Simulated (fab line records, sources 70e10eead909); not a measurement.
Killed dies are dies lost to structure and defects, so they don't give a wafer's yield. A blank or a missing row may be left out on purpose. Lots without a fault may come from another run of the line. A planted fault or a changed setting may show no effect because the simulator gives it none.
fab line records | flow nand_harc | part 1 of 2: steps 1 to 17 of 23
record lots=5 wafers=15 last_day=32
route steps=1302 shown A_STAIRCASE@661
lots that met no fault: from a run of the same line without faults
start_h: hours from the record's first day to the start of the lot's first wafer shown | wait_h: hours since the lot's step before | " the same as in the row above | L1.1+2: a row that stands for several wafers | - no value, or no start given | * or withheld: withheld | < > ~ a bound
route shown NAME@n: a module of which the file shows steps, and the number in the route of the first | usual: mean/standard deviation of fault-free wafers | same: alike in all rows | chamber/n: place in a boat | sites: the reading at each site | _std_site: their standard deviation | _edge_site: outer sites' mean less inner sites' | radius_mm: how far each site lies from the wafer's centre | mask NAME#n: copy n | behind: the tool/chamber that last shaped the wafer | hold: why the lot was held/for how many hours/how that ended | device: the transistor (n, p or np) that didn't switch | end of line: the same wafers' tests at the end of the route | a step without rows: its recipe alone | killed: dies lost to structure and defects at the first sort, not the wafer's yield | map: a wafer's dies, x killed, . not, _ none there
set.NAME: the setting as run; set.NAME@STEP: as run at that earlier step | model.NAME: the simulator's own value behind a step, which no gauge read
lots at some steps of the route; a table a step, a row a wafer
services: from which hour (start_h, from the record's first day; less than 0 if before it) a tool's chamber was out of use, for how many hours, and why
## steps
# step NHARC_A_STAIRCASE_EBR_05
# columns lot.wafer tool chamber start_h wait_h
L078.1+3+5 litho_track-07 0 - -
L079.3+5+6 litho_track-05 0 - -
L082.1+2+3 litho_track-03 0 - -
L089.1+5+6 litho_track-03 0 - -
L095.1+2+3 litho_track-03 0 - -
# step NHARC_A_STAIRCASE_EXPOSE_06
# recipe na=0.5 dose_mj=25.43 mask_id=STAIR
# columns lot.wafer tool chamber start_h wait_h mask
L078.1+3+5 krf_scanner-02 0 385.74 - STAIR#0
L079.3+5+6 krf_scanner-04 0 407.04 - STAIR#0
L082.1+2+3 krf_scanner-03 0 427.81 - STAIR#0
L089.1+5+6 krf_scanner-02 0 506.23 - STAIR#0
L095.1+2+3 krf_scanner-03 0 573.05 - STAIR#0
# step NHARC_A_STAIRCASE_PEB_07
# recipe peb_temp_c=115 peb_time_s=130
# columns lot.wafer tool chamber start_h wait_h
L078.1+3+5 litho_track-07 0 385.80 0.1
L079.3+5+6 litho_track-03 0 407.09 0.1
L082.1+2+3 litho_track-05 0 427.88 0.1
L089.1+5+6 litho_track-03 0 506.30 0.1
L095.1+2+3 litho_track-07 0 573.11 0.1
# step NHARC_A_STAIRCASE_DEVELOP_08
# recipe time_s=140
# columns lot.wafer tool chamber start_h wait_h
L078.1+3+5 litho_track-07 0 - -
L079.3+5+6 litho_track-03 0 - -
L082.1+2+3 litho_track-05 0 - -
L089.1+5+6 litho_track-03 0 - -
L095.1+2+3 litho_track-07 0 - -
# step NHARC_A_STAIRCASE_HARDBAKE_10
# recipe temp_c=120 time_s=140
# columns lot.wafer tool chamber start_h wait_h
L078.1+3+5 litho_track-07 0 386.02 -
L079.3+5+6 litho_track-03 0 407.32 -
L082.1+2+3 litho_track-05 0 428.10 -
L089.1+5+6 litho_track-03 0 506.51 -
L095.1+2+3 litho_track-03 0 573.33 -
# step NHARC_A_STAIRCASE_DESCUM_11
# recipe time_s=3 o2_flow_sccm=200 ar_flow_sccm=0 bias_power_w=0 chemistry=O2
# usual chamber_pressure_mTorr=60.00/0.052 drypump_motor_current_A=5.7/0.51 oes_product_au=1.004/0.013 rf_vpp_V=57.7/0.88 showerhead_plenum_p_Torr=1.93/0.092 throttle_valve_pct=11.310/0.0091
# same bias_power_w=0
# columns lot.wafer tool chamber start_h wait_h chamber_pressure_mTorr drypump_motor_current_A oes_product_au rf_hours_counter_h rf_vpp_V showerhead_plenum_p_Torr throttle_valve_pct
L078.3 rie_diel-09 2 386.12 - 59.95 6.1 0.984 22 58.1 2.05 11.329
L078.1 " 0 " " 60.08 6.0 1.012 19 57.4 1.82 11.292
L078.5 " 1 " " 60.09 6.2 1.008 - 59.3 2.03 11.307
L079.3 rie_diel-12 1 407.50 - 60.01 5.2 1.031 46 58.0 2.06 11.310
L079.5 " 0 " " 59.91 6.1 0.996 - 57.8 2.03 11.314
L079.6 " 1 " " 59.97 5.2 1.018 - 58.1 2.06 11.307
L082.1 rie_diel-12 1 428.20 - 59.96 5.1 1.008 53 59.6 2.06 11.314
L082.2 " 3 " " 59.98 5.1 1.017 41 59.2 1.81 11.313
L082.3 " 0 " " 59.98 6.1 0.989 52 58.3 2.03 11.295
L089.1 rie_diel-09 2 506.61 - 59.98 6.1 0.992 0 58.8 2.04 11.289
L089.6 " 1 " " 60.06 6.2 0.995 - 58.3 2.02 11.303
L089.5 " 2 " " 60.03 6.1 1.007 - 56.7 2.04 11.309
L095.3 rie_diel-05 1 573.42 - 60.04 5.2 0.996 54 56.8 1.81 11.311
L095.2 " 2 " " 60.05 6.7 1.003 47 57.6 1.87 11.318
L095.1 " 3 " " 59.95 5.3 1.007 50 58.1 1.82 11.297
# step NHARC_A_STAIRCASE_TRIM_12
# recipe time_s=211.2 o2_flow_sccm=500 ar_flow_sccm=0 bias_w=0 chemistry=O2
# usual chamber_pressure_mTorr=60.00/0.056 drypump_motor_current_A=5.7/0.5 oes_product_au=1.005/0.013 rf_vpp_V=57.9/0.92 showerhead_plenum_p_Torr=3.55/0.16 throttle_valve_pct=17.037/0.0087
# columns lot.wafer tool chamber start_h wait_h chamber_pressure_mTorr drypump_motor_current_A oes_product_au rf_hours_counter_h rf_vpp_V showerhead_plenum_p_Torr throttle_valve_pct
L078.1 rie_diel-09 1 386.20 0.1 60.04 6.2 1.009 24 58.7 3.73 17.025
L078.3 " 3 " " 59.99 5.8 1.014 17 59.0 3.56 17.035
L078.5 " 2 " " 60.05 6.1 0.983 - 57.5 3.76 17.031
L079.3 rie_diel-12 2 407.66 0.2 59.99 5.7 1.018 41 55.9 3.60 17.041
L079.6 " 3 " " 60.06 5.1 1.014 - 56.9 3.36 17.019
L079.5 " 0 " " 60.04 6.1 0.997 - 58.4 3.73 17.030
L082.1 rie_diel-12 0 428.30 0.1 60.03 6.1 0.992 52 58.9 3.72 17.027
L082.3 " 2 " " 59.97 5.7 1.019 50 56.8 3.59 17.034
L082.2 " 3 " " 59.95 5.1 1.013 41 57.6 3.35 17.029
L089.1 rie_diel-09 0 506.86 0.2 60.04 6.0 1.009 0 57.5 3.35 17.041
L089.6 " 1 " " 59.96 6.2 0.993 - 58.1 3.71 17.055
L089.5 " 2 " " 59.94 6.1 0.991 - 57.2 3.74 17.029
L095.2 rie_diel-05 1 573.51 0.1 59.95 5.3 0.996 54 57.5 3.35 17.035
L095.3 " 2 " " 59.99 6.7 1.008 47 57.5 3.46 17.036
L095.1 " 0 " " 60.00 5.4 1.006 54 57.6 3.55 17.033
# step NHARC_A_STAIRCASE_ETCH_13
# recipe target_depth_a=1000 time_s=40.5 ion_energy_ev=400 c4f8_flow_sccm=20 o2_flow_sccm=10 ar_flow_sccm=withheld rf_w=600 bias_w=1000 chemistry=C4F8/O2
# usual chamber_pressure_mTorr=25.002/0.025 oes_product_au=0.945/0.015 rf_vpp_V=897/5.6
# columns lot.wafer tool chamber start_h wait_h chamber_pressure_mTorr oes_product_au rf_hours_counter_h rf_vpp_V
L078.1 rie_diel-09 3 - - 25.002 0.971 17 896
L078.3 " 1 " " 25.003 0.944 24 904
L078.5 " 3 " " 24.984 0.959 - 896
L079.3 rie_diel-12 3 - - 25.008 0.933 33 890
L079.5 " 3 " " 24.979 0.947 - 890
L079.6 " 0 " " 25.023 0.914 - 903
L082.2 rie_diel-12 2 - - 24.966 0.954 50 898
L082.3 " 0 " " 25.047 0.944 52 902
L082.1 " 1 " " 25.038 0.956 54 906
L089.1 rie_diel-09 3 - - 25.026 0.934 0 897
L089.5 " 0 " " 24.976 0.947 - 890
L089.6 " 1 " " 24.990 0.933 - 903
L095.1 rie_diel-05 2 - - 25.040 0.967 47 893
L095.2 " 3 " " 24.998 0.967 50 890
L095.3 " 0 " " 25.030 0.964 54 897
# step NHARC_A_STAIRCASE_TRIM_14
# recipe time_s=211.2 o2_flow_sccm=500 ar_flow_sccm=0 bias_w=0 chemistry=O2
# usual chamber_pressure_mTorr=60.00/0.058 drypump_motor_current_A=5.7/0.49 oes_product_au=1.004/0.012 rf_vpp_V=57.9/0.84 showerhead_plenum_p_Torr=3.56/0.16 throttle_valve_pct=17.037/0.0092
# columns lot.wafer tool chamber start_h wait_h chamber_pressure_mTorr drypump_motor_current_A oes_product_au rf_hours_counter_h rf_vpp_V showerhead_plenum_p_Torr throttle_valve_pct
L078.3 rie_diel-09 3 - - 60.12 5.8 1.010 17 57.4 3.56 17.043
L078.1 " 0 " " 60.03 6.0 1.011 19 56.8 3.38 17.032
L078.5 " 3 " " 59.96 5.8 1.006 - 57.2 3.56 17.032
L079.3 rie_diel-12 2 - - 60.07 5.7 1.022 42 57.0 3.60 17.031
L079.5 " 1 " " 59.98 5.2 1.017 - 58.2 3.78 17.049
L079.6 " 2 " " 59.93 5.7 1.016 - 58.2 3.60 17.038
L082.2 rie_diel-12 1 - - 60.04 5.2 1.008 54 57.1 3.78 17.044
L082.1 " 2 " " 60.08 5.7 1.024 50 58.7 3.59 17.028
L082.3 " 0 " " 60.03 6.0 0.989 52 57.4 3.72 17.028
L089.1 rie_diel-09 3 - - 60.01 5.8 0.986 0 57.0 3.54 17.052
L089.6 " 2 " " 59.90 6.1 0.985 - 58.3 3.74 17.037
L089.5 " 3 " " 59.99 5.8 0.979 - 57.4 3.54 17.046
L095.3 rie_diel-05 2 - - 60.07 6.7 1.005 47 58.0 3.46 17.041
L095.2 " 0 " " 59.90 5.4 1.001 54 58.9 3.55 17.050
L095.1 " 1 " " 60.07 5.3 0.983 54 58.0 3.35 17.030
# step NHARC_A_STAIRCASE_ETCH_15
# recipe target_depth_a=1000 time_s=40.5 ion_energy_ev=400 c4f8_flow_sccm=20 o2_flow_sccm=10 ar_flow_sccm=withheld rf_w=600 bias_w=1000 chemistry=C4F8/O2
# usual chamber_pressure_mTorr=24.998/0.024 oes_product_au=0.945/0.014 rf_vpp_V=897/5.8
# columns lot.wafer tool chamber start_h wait_h chamber_pressure_mTorr oes_product_au rf_hours_counter_h rf_vpp_V
L078.3 rie_diel-09 2 - - 24.970 0.935 22 903
L078.1 " 3 " " 24.980 0.958 17 898
L078.5 " 0 " " 25.041 0.962 - 890
L079.3 rie_diel-12 3 - - 25.025 0.939 34 890
L079.5 " 0 " " 25.043 0.918 - 904
L079.6 " 1 " " 25.012 0.955 - 905
L082.3 rie_diel-12 2 - - 25.011 0.962 50 897
L082.1 " 3 " " 24.963 0.966 42 890
L082.2 " 1 " " 25.002 0.954 54 907
L089.1 rie_diel-09 1 - - 24.959 0.931 1 902
L089.5 " 2 " " 25.026 0.929 - 903
L089.6 " 3 " " 24.989 0.911 - 897
L095.2 rie_diel-05 0 - - 24.989 0.974 54 896
L095.3 " 1 " " 24.989 0.938 54 891
L095.1 " 2 " " 24.960 0.963 47 893
# step NHARC_A_STAIRCASE_TRIM_16
# recipe time_s=211.2 o2_flow_sccm=500 ar_flow_sccm=0 bias_w=0 chemistry=O2
# usual chamber_pressure_mTorr=59.99/0.058 drypump_motor_current_A=5.7/0.49 oes_product_au=1.004/0.013 rf_vpp_V=57.9/0.93 showerhead_plenum_p_Torr=3.56/0.16 throttle_valve_pct=17.036/0.0095
# columns lot.wafer tool chamber start_h wait_h chamber_pressure_mTorr drypump_motor_current_A oes_product_au rf_hours_counter_h rf_vpp_V showerhead_plenum_p_Torr throttle_valve_pct
L078.3 rie_diel-09 2 - - 59.96 6.1 0.980 22 57.6 3.76 17.035
L078.1 " 3 " " 59.94 5.8 1.009 17 58.5 3.56 17.029
L078.5 " 2 " " 59.95 6.1 0.971 - 57.2 3.76 17.039
L079.3 rie_diel-12 1 - - 60.04 5.2 1.022 46 58.5 3.78 17.029
L079.6 " 3 " " 59.92 5.1 1.019 - 57.1 3.36 17.023
L079.5 " 0 " " 59.99 6.0 0.999 - 59.2 3.73 17.018
L082.2 rie_diel-12 0 - - 60.09 6.1 0.986 52 58.2 3.72 17.037
L082.1 " 2 " " 59.98 5.7 1.015 50 58.4 3.59 17.042
L082.3 " 3 " " 59.89 5.1 1.017 42 57.7 3.36 17.039
L089.1 rie_diel-09 0 - - 59.95 6.0 1.014 1 56.8 3.35 17.038
L089.5 " 3 " " 59.99 5.8 0.980 - 60.2 3.54 17.047
L089.6 " 0 " " 60.03 6.0 1.001 - 57.9 3.35 17.025
L095.2 rie_diel-05 0 - - 60.00 5.4 1.011 54 57.4 3.55 17.034
L095.1 " 1 " " 60.05 5.3 0.995 54 56.2 3.35 17.034
L095.3 " 2 " " 59.96 6.7 1.013 47 58.2 3.46 17.036
# step NHARC_A_STAIRCASE_ETCH_17
# recipe target_depth_a=1000 time_s=40.5 ion_energy_ev=400 c4f8_flow_sccm=20 o2_flow_sccm=10 ar_flow_sccm=withheld rf_w=600 bias_w=1000 chemistry=C4F8/O2
# usual chamber_pressure_mTorr=24.99/0.052 oes_product_au=0.944/0.014 rf_vpp_V=897/5.8
# columns lot.wafer tool chamber start_h wait_h chamber_pressure_mTorr oes_product_au rf_hours_counter_h rf_vpp_V
L078.1 rie_diel-09 1 - - 25.04 0.947 24 903
L078.3 " 2 " " 24.97 0.920 22 903
L078.5 " 1 " " 25.01 0.942 - 903
L079.3 rie_diel-12 1 - - 25.00 0.949 47 905
L079.5 " 1 " " 24.98 0.963 - 904
L079.6 " 2 " " 24.97 0.963 - 899
L082.2 rie_diel-12 1 - - 25.00 0.946 54 907
L082.3 " 2 " " 25.02 0.958 50 899
L082.1 " 0 " " 24.94 0.927 52 902
L089.1 rie_diel-09 2 - - 24.98 0.934 1 903
L089.5 " 0 " " 24.99 0.947 - 889
L089.6 " 1 " " 24.98 0.920 - 902
L095.3 rie_diel-05 3 - - 24.99 0.956 50 891
L095.2 " 0 " " 25.00 0.964 54 897
L095.1 " 1 " " 24.97 0.922 54 889
# step NHARC_A_STAIRCASE_TRIM_18
# recipe time_s=211.2 o2_flow_sccm=500 ar_flow_sccm=0 bias_w=0 chemistry=O2
# usual chamber_pressure_mTorr=60.01/0.055 drypump_motor_current_A=5.7/0.48 oes_product_au=1.004/0.013 rf_vpp_V=57.9/0.99 showerhead_plenum_p_Torr=3.56/0.16 throttle_valve_pct=17.037/0.0087
# columns lot.wafer tool chamber start_h wait_h chamber_pressure_mTorr drypump_motor_current_A oes_product_au rf_hours_counter_h rf_vpp_V showerhead_plenum_p_Torr throttle_valve_pct
L078.1 rie_diel-09 1 - - 59.98 6.2 1.004 24 58.2 3.73 17.022
L078.3 " 2 " " 60.04 6.1 0.975 22 56.2 3.76 17.025
L078.5 " 1 " " 60.02 6.2 1.000 - 58.4 3.73 17.028
L079.3 rie_diel-12 2 - - 60.04 5.7 1.017 42 56.1 3.60 17.030
L079.5 " 1 " " 60.03 5.2 1.022 - 57.8 3.78 17.053
L079.6 " 2 " " 60.00 5.6 1.013 - 57.6 3.60 17.040
L082.2 rie_diel-12 0 - - 59.88 6.1 0.985 52 57.1 3.72 17.029
L082.1 " 2 " " 60.02 5.7 1.003 50 58.2 3.59 17.038
L082.3 " 3 " " 59.99 5.1 1.011 42 57.8 3.35 17.035
L089.1 rie_diel-09 0 - - 59.97 6.0 1.008 1 56.8 3.35 17.044
L089.5 " 3 " " 59.90 5.8 0.988 - 56.6 3.54 17.040
L089.6 " 0 " " 59.99 6.0 1.005 - 57.8 3.35 17.035
L095.1 rie_diel-05 3 - - 60.09 5.3 1.004 50 57.3 3.36 17.033
L095.3 " 1 " " 60.11 5.3 0.992 54 56.7 3.35 17.051
L095.2 " 2 " " 59.95 6.7 1.006 47 57.6 3.45 17.035
# step NHARC_A_STAIRCASE_ETCH_19
# recipe target_depth_a=1000 time_s=40.5 ion_energy_ev=400 c4f8_flow_sccm=20 o2_flow_sccm=10 ar_flow_sccm=withheld rf_w=600 bias_w=1000 chemistry=C4F8/O2
# usual chamber_pressure_mTorr=24.998/0.023 oes_product_au=0.942/0.014 rf_vpp_V=897/5.7
# columns lot.wafer tool chamber start_h wait_h chamber_pressure_mTorr oes_product_au rf_hours_counter_h rf_vpp_V
L078.3 rie_diel-09 0 - - 25.005 0.959 19 890
L078.1 " 1 " " 24.990 0.943 24 902
L078.5 " 2 " " 24.978 0.926 - 903
L079.3 rie_diel-12 3 - - 24.996 0.946 34 889
L079.6 " 2 " " 25.018 0.950 - 898
L079.5 " 3 " " 24.988 0.944 - 889
L082.2 rie_diel-12 0 - - 25.000 0.931 52 903
L082.1 " 2 " " 24.987 0.963 50 899
L082.3 " 3 " " 25.007 0.962 42 891
L089.1 rie_diel-09 3 - - 25.015 0.923 2 896
L089.6 " 2 " " 24.981 0.936 - 904
L089.5 " 3 " " 25.002 0.928 - 897
L095.1 rie_diel-05 2 - - 25.038 0.959 47 893
L095.2 " 0 " " 24.980 0.955 55 898
L095.3 " 1 " " 25.008 0.927 54 888
# step NHARC_A_STAIRCASE_TRIM_20
# recipe time_s=211.2 o2_flow_sccm=500 ar_flow_sccm=0 bias_w=0 chemistry=O2
# usual chamber_pressure_mTorr=60.00/0.059 drypump_motor_current_A=5.7/0.47 oes_product_au=1.004/0.013 rf_vpp_V=57.9/0.9 showerhead_plenum_p_Torr=3.57/0.16 throttle_valve_pct=17.035/0.0085
# columns lot.wafer tool chamber start_h wait_h chamber_pressure_mTorr drypump_motor_current_A oes_product_au rf_hours_counter_h rf_vpp_V showerhead_plenum_p_Torr throttle_valve_pct
L078.1 rie_diel-05 1 387.24 0.1 59.99 5.3 1.017 52 58.7 3.39 17.035
L078.3 " 3 " " 59.97 5.3 0.983 48 56.5 3.39 17.028
L078.5 " 1 " " 60.08 5.3 1.014 - 56.7 3.38 17.034
L079.3 rie_diel-09 0 409.31 0.1 60.07 6.0 1.007 26 56.9 3.37 17.035
L079.5 " 1 " " 59.91 6.3 1.010 - 59.4 3.73 17.051
L079.6 " 2 " " 60.02 6.1 0.983 - 56.7 3.76 17.031
L082.2 rie_diel-12 0 429.34 0.1 59.93 6.1 1.000 52 58.3 3.72 17.039
L082.1 " 1 " " 60.04 5.2 1.010 54 57.7 3.78 17.042
L082.3 " 2 " " 60.08 5.6 1.007 50 59.0 3.59 17.031
L089.1 rie_diel-05 3 508.62 0.1 60.01 5.3 0.986 30 57.0 3.37 17.023
L089.6 " 2 " " 60.00 6.7 1.012 - 57.5 3.47 17.023
L089.5 " 3 " " 60.02 5.2 0.980 - 57.2 3.37 17.039
L095.3 rie_diel-12 1 574.55 0.1 60.06 5.2 1.011 33 59.4 3.75 17.023
L095.2 " 2 " " 59.88 5.7 1.007 34 58.6 3.57 17.035
L095.1 " 3 " " 59.99 5.1 1.011 36 57.3 3.33 17.028
# step NHARC_A_STAIRCASE_ETCH_21
# recipe target_depth_a=1000 time_s=40.5 ion_energy_ev=400 c4f8_flow_sccm=20 o2_flow_sccm=10 ar_flow_sccm=withheld rf_w=600 bias_w=1000 chemistry=C4F8/O2
# usual chamber_pressure_mTorr=25.000/0.023 oes_product_au=0.955/0.019 rf_vpp_V=897/5.7
# columns lot.wafer tool chamber start_h wait_h chamber_pressure_mTorr oes_product_au rf_hours_counter_h rf_vpp_V
L078.1 rie_diel-05 0 - - 24.950 0.929 51 897
L078.3 " 1 " " 25.025 0.941 52 891
L078.5 " 1 " " 24.989 0.935 - 891
L079.3 rie_diel-09 0 - - 24.992 0.950 26 889
L079.5 " 1 " " 24.977 0.947 - 904
L079.6 " 2 " " 24.968 0.919 - 903
L082.3 rie_diel-12 1 - - 25.063 0.951 54 905
L082.2 " 2 " " 25.006 0.965 50 898
L082.1 " 0 " " 24.968 0.931 52 905
L089.1 rie_diel-05 3 - - 25.010 0.937 30 892
L089.5 " 2 " " 25.007 0.979 - 893
L089.6 " 3 " " 25.018 0.940 - 890
L095.2 rie_diel-12 3 - - 24.994 0.976 36 890
L095.1 " 0 " " 24.957 0.961 28 904
L095.3 " 1 " " 25.011 0.966 34 903
# step NHARC_A_STAIRCASE_TRIM_22
# recipe time_s=211.2 o2_flow_sccm=500 ar_flow_sccm=0 bias_w=0 chemistry=O2
# usual chamber_pressure_mTorr=60.00/0.06 drypump_motor_current_A=5.7/0.47 oes_product_au=1.005/0.012 rf_vpp_V=57.8/0.84 showerhead_plenum_p_Torr=3.57/0.16 throttle_valve_pct=17.036/0.0084
# columns lot.wafer tool chamber start_h wait_h chamber_pressure_mTorr drypump_motor_current_A oes_product_au rf_hours_counter_h rf_vpp_V showerhead_plenum_p_Torr throttle_valve_pct
L078.1 rie_diel-05 2 - - 60.00 6.7 0.999 56 57.0 3.48 17.041
L078.3 " 0 " " 59.96 5.4 0.999 51 58.2 3.59 17.020
L078.5 " 3 " " 60.02 5.3 0.982 - 57.4 3.39 17.024
L079.3 rie_diel-09 2 - - 60.01 6.1 0.998 32 58.8 3.76 17.037
L079.5 " 0 " " 60.02 6.0 1.013 - 57.1 3.37 17.027
L079.6 " 1 " " 59.95 6.2 1.004 - 58.2 3.73 17.031
L082.1 rie_diel-12 3 - - 60.02 5.1 1.019 42 57.2 3.35 17.051
L082.3 " 1 " " 59.97 5.2 1.012 54 59.9 3.78 17.035
L082.2 " 2 " " 59.93 5.7 1.012 50 58.2 3.59 17.026
L089.1 rie_diel-05 0 - - 59.96 5.4 1.010 35 57.0 3.56 17.045
L089.5 " 0 " " 60.06 5.4 1.015 - 58.7 3.56 17.037
L089.6 " 1 " " 59.97 5.3 1.001 - 57.2 3.36 17.033
L095.1 rie_diel-12 2 - - 59.99 5.7 1.005 34 58.1 3.57 17.048
L095.2 " 3 " " 60.01 5.1 1.000 36 57.0 3.33 17.052
L095.3 " 0 " " 60.01 6.0 0.999 28 59.1 3.70 17.033
